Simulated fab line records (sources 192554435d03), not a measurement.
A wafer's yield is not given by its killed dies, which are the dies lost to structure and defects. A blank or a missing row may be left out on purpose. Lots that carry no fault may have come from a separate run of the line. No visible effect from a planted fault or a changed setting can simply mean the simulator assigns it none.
What tool caused it?    flow n5 finfet    9 lots, 27 wafers sampled, at 7 steps of a route of 1938

== WHAT EACH GAUGE READ, for each wafer ==
N5_BEOL_M0_SAQP_INSPECT_42: inspects for defects (brightfield). Usual: raw defect count reads 310 (standard deviation 110).
lot   measured      on                 raw defect count  flag
L519  day 6 01:51   defect inspect-01  300 227 344       
L520  day 6 04:24   defect inspect-01  203 211 311       
L521  day 6 07:56   defect inspect-01  280 365 421       
L523  day 6 19:44   defect inspect-02  437 238 230       
L530  day 8 22:52   defect inspect-01  667 317 309       
L534  day 9 16:25   defect inspect-01  279 452 300       
L538  day 10 14:43  defect inspect-01  188 194 181       
L539  day 10 22:58  defect inspect-01  519 397 468       
L541  day 11 14:55  defect inspect-01  195 310 359       

N5_BEOL_M0_CUTY_INSPECT_59: inspects for defects (macro). Usual: raw defect count reads 2.1 (standard deviation 1.5).
lot   measured      on                 raw defect count  flag
L519  day 6 03:07   defect inspect-01  2 1 2             
L520  day 6 05:55   defect inspect-01  3 4 4             
L521  day 6 09:20   defect inspect-02  2 1 2             
L523  day 6 21:22   defect inspect-02  4 0 1             
L530  day 9 00:38   defect inspect-02  >300 0 1          
L534  day 9 17:45   defect inspect-01  1 1 2             
L538  day 10 16:08  defect inspect-01  0 1 0             
L539  day 11 00:18  defect inspect-01  3 0 2             
L541  day 11 16:30  defect inspect-01  0 2 4             

N5_BEOL_M4_RC_MEAS_101. Usual: DIBL_N 36.2 mV/V, standard deviation 1.5; DIBL_P 36.2 mV/V, standard deviation 1.7; IOFF_N 0.155 nA/um, standard deviation 0.021; IOFF_P 0.216 nA/um, standard deviation 0.026; ION_N 674 uA/um, standard deviation 11; ION_P 464 uA/um, standard deviation 6.8; SS_N 71.5 mV/dec, standard deviation 0.56; SS_P 73.3 mV/dec, standard deviation 0.6; VT_N 250.2 mV, standard deviation 2.6; VT_P -249.3 mV, standard deviation 2.5.
lot   measured      on         DIBL_N (mV/V)   DIBL_P (mV/V)   IOFF_N (nA/um)     IOFF_P (nA/um)     ION_N (uA/um)  ION_P (uA/um)  SS_N (mV/dec)   SS_P (mV/dec)   VT_N (mV)          VT_P (mV)             flag
L519  day 8 08:26   prober-02  35.7 37.5 38.0  35.2 37.7 37.4  0.148 0.183 0.186  0.202 0.246 0.230  676 674 674    460 463 464    71.5 72.8 71.8  73.0 73.4 73.8  251.2 250.7 249.9  -251.9 -248.5 -249.7  
L520  day 8 10:38   prober-01  36.1 33.8 35.9  36.1 33.9 36.0  0.164 0.140 0.167  0.235 0.190 0.228  669 677 660    464 470 462    71.8 71.4 72.2  73.6 72.2 74.4  247.7 251.1 247.7  -247.4 -251.2 -248.1  
L521  day 8 10:31   prober-02  35.8 33.5 35.1  34.8 32.8 34.3  0.133 0.108 0.125  0.179 0.158 0.183  674 656 656    456 457 458    71.3 70.9 70.8  73.2 72.7 72.8  250.0 252.9 252.4  -252.9 -253.1 -253.5  
L523  day 9 03:25   prober-02  36.6 35.7 36.9  37.6 35.8 37.4  0.171 0.152 0.170  0.210 0.195 0.208  688 660 671    463 457 458    71.6 71.5 71.8  73.2 73.6 73.9  250.8 254.5 248.4  -253.2 -252.2 -254.2  
L530  day 11 01:03  prober-02  36.9 39.5 36.4  36.2 39.9 36.4  0.154 0.221 0.158  0.235 0.302 0.239  662 689 690    463 479 473    71.2 71.5 72.1  72.6 73.6 72.4  250.8 242.6 247.0  -246.5 -245.0 -247.0  
L534  day 12 01:08  prober-02  38.5 38.2 37.7  38.7 39.2 38.4  0.183 0.189 0.169  0.238 0.261 0.238  668 686 692    458 475 471    72.5 72.6 72.5  74.1 73.4 73.2  251.9 245.3 250.2  -248.7 -245.7 -248.6  
L538  day 12 22:53  prober-02  39.7 38.4 36.9  38.9 37.6 35.6  0.181 0.163 0.139  0.247 0.224 0.201  675 681 684    457 466 471    72.4 71.9 72.0  74.0 72.7 72.5  249.7 249.6 251.3  -246.9 -248.6 -249.3  
L539  day 13 15:43  prober-01  38.5 37.8 38.0  37.4 36.8 36.3  0.169 0.157 0.160  0.240 0.241 0.234  682 660 666    472 463 460    71.6 72.0 71.7  74.0 74.0 73.9  249.8 250.4 249.1  -248.0 -248.8 -248.1  
L541  day 13 22:56  prober-02  36.5 36.8 36.4  37.6 37.6 38.0  0.158 0.148 0.161  0.223 0.227 0.230  681 655 679    473 462 478    71.0 71.7 71.5  73.7 73.4 73.2  249.6 254.4 250.5  -246.7 -250.3 -249.6  

== TOOL THAT RAN EACH LOT (tool first, then ch and the chambers of the sampled wafers, then the start) ==
lot   N5_BEOL_M0_SAQP_PECVD_00         N5_BEOL_M0_SAQP_ETCH_106            N5_BEOL_M0_SAQP_RECESS_109          N5_BEOL_M0_SAQP_ALD_48
L519  pecvd-03 ch 0,1,2, day 5 18:18   rie diel-01 ch 0,1,3, day 6 00:15   vapor etch-01 ch 0,1, day 6 00:27   ald sin-01 ch 0,2,3, day 6 02:10
L520  pecvd-02 ch 0,1, day 5 21:50     rie diel-03 ch 0,1,2, day 6 01:32   vapor etch-01 ch 0,1, day 6 03:08   ald sin-03 ch 1,3, day 6 04:50
L521  pecvd-02 ch 0,1,2, day 6 01:08   rie diel-03 ch 0,1, day 6 06:20     vapor etch-01 ch 0,1, day 6 06:32   ald sin-04 ch 1,2,3, day 6 08:16
L523  pecvd-03 ch 1,2, day 6 13:13     rie diel-03 ch 1,2, day 6 17:50     vapor etch-01 ch 0,1, day 6 18:12   ald sin-04 ch 2,3, day 6 20:03
L530  pecvd-02 ch 0,2, day 8 13:20     rie diel-03 ch 2,3, day 8 18:24     vapor etch-02 ch 0,1, day 8 20:16   ald sin-04 ch 0,1,2, day 8 23:27
L534  pecvd-03 ch 0,1,2, day 9 10:37   rie diel-06 ch 1,2,3, day 9 14:27   vapor etch-02 ch 0,1, day 9 14:39   ald sin-01 ch 0,2, day 9 16:47
L538  pecvd-03 ch 0,2, day 10 09:08    rie diel-01 ch 0,1,2, day 10 13:08  vapor etch-02 ch 0,1, day 10 13:18  ald sin-03 ch 1,2,3, day 10 15:04
L539  pecvd-01 ch 1,2, day 10 14:07    rie diel-03 ch 0,1,2, day 10 20:55  vapor etch-02 ch 0,1, day 10 21:04  ald sin-04 ch 0,1, day 10 23:21
L541  pecvd-01 ch 0,1,2, day 11 06:20  rie diel-01 ch 0,1,3, day 11 13:09  vapor etch-01 ch 0,1, day 11 13:19  ald sin-04 ch 0,3, day 11 15:25
- N5_BEOL_M0_SAQP_PECVD_00: deposits SiCN from 3MS/NH3, target thk 8 nm, time 14 s.
- N5_BEOL_M0_SAQP_ETCH_106: etches SOC in N2/H2, stops on SiNx, target depth 150 nm.
- N5_BEOL_M0_SAQP_RECESS_109: chemistry HF/NH3, target SiO2, target depth 3 nm, afs cycles 1, sublimation time 60 s.
- N5_BEOL_M0_SAQP_ALD_48: deposits SiO2, target thk 20 nm, pulse time 1 s, co reactant pulse time 1 s.

== AS READ BY THE TOOLS THEMSELVES (means over the sampled wafers that have a number; for cases with no such wafer, the mark the record gives instead) ==
N5_BEOL_M0_SAQP_PECVD_00. Usual: showerhead plenum p Torr 3.670 Torr, standard deviation 0.0081; throttle valve pct 9.1 %, standard deviation 0.76.
lot   tool      showerhead plenum p Torr (Torr)  throttle valve pct (%)  flag
L519  pecvd-03  3.668                            9.2                     
L520  pecvd-02  3.669                            9.8                     
L521  pecvd-02  3.678                            9.5                     
L523  pecvd-03  3.673                            9.4                     
L530  pecvd-02  3.679                            9.2                     
L534  pecvd-03  3.669                            9.1                     
L538  pecvd-03  3.670                            8.7                     
L539  pecvd-01  3.672                            8.7                     
L541  pecvd-01  3.665                            8.6                     

N5_BEOL_M0_SAQP_ETCH_106. Usual: drypump motor current A 5.8 A, standard deviation 0.5; oes product au 0.79 a.u., standard deviation 0.086; rf vpp V 241.5 V, standard deviation 1.3; showerhead plenum p Torr 2.61 Torr, standard deviation 0.077; throttle valve pct 17.70 %, standard deviation 0.28.
lot   tool         drypump motor current A (A)  oes product au (a.u.)  rf vpp V (V)  showerhead plenum p Torr (Torr)  throttle valve pct (%)  flag
L519  rie diel-01  5.8                          0.84                   241.9         2.62                             17.59                   
L520  rie diel-03  5.7                          0.74                   242.4         2.64                             17.74                   
L521  rie diel-03  5.7                          0.75                   241.8         2.64                             17.74                   
L523  rie diel-03  5.9                          0.75                   241.7         2.64                             17.88                   
L530  rie diel-03  5.9                          0.78                   241.4         2.63                             17.83                   
L534  rie diel-06  6.2                          0.83                   240.5         2.53                             17.68                   
L538  rie diel-01  5.7                          0.75                   242.7         2.65                             17.79                   
L539  rie diel-03  5.7                          0.71                   242.6         2.63                             17.80                   
L541  rie diel-01  5.8                          0.79                   241.5         2.60                             17.66                   

N5_BEOL_M0_SAQP_RECESS_109. Usual: drypump motor current A reads 6.0 A (standard deviation 0.45).
lot   tool           drypump motor current A (A)  flag
L519  vapor etch-01  5.8                          
L520  vapor etch-01  6.1                          
L521  vapor etch-01  6.1                          
L523  vapor etch-01  5.7                          
L530  vapor etch-02  5.9                          
L534  vapor etch-02  5.9                          
L538  vapor etch-02  5.9                          
L539  vapor etch-02  6.0                          
L541  vapor etch-01  5.7                          

N5_BEOL_M0_SAQP_ALD_48. Usual: heater power w 78 W, standard deviation 10; precursor pulse height rel 1.001, standard deviation 0.019.
lot   tool        heater power w (W)  precursor pulse height rel  flag
L519  ald sin-01  81                  0.997                       
L520  ald sin-03  85                  1.013                       
L521  ald sin-04  75                  0.988                       
L523  ald sin-04  79                  0.994                       
L530  ald sin-04  72                  1.003                       
L534  ald sin-01  93                  0.997                       
L538  ald sin-03  78                  0.990                       
L539  ald sin-04  71                  1.011                       
L541  ald sin-04  77                  0.981                       

== THE ANSWER, worked out from the rows above alone ==
Rule: a lot counts as off when the mean over its wafers that have a number is more than 3 standard deviations away from the usual mean. Also off: a lot with no number at a reading for which 4 or more lots have one. Where the step has rows for the other lots, those lots are counted as sound. After the gauges, taken in route order, come the tools' own readings; for these a lot's mean is taken, as printed above. The first step at which some lot is off is used, and at that step the reading that is off furthest; a lot without a number counts as furthest.
No lot is off at any reading shown: from this, nothing can be told.

== WHAT HAD BEEN PUT IN BY THE SIMULATOR ==
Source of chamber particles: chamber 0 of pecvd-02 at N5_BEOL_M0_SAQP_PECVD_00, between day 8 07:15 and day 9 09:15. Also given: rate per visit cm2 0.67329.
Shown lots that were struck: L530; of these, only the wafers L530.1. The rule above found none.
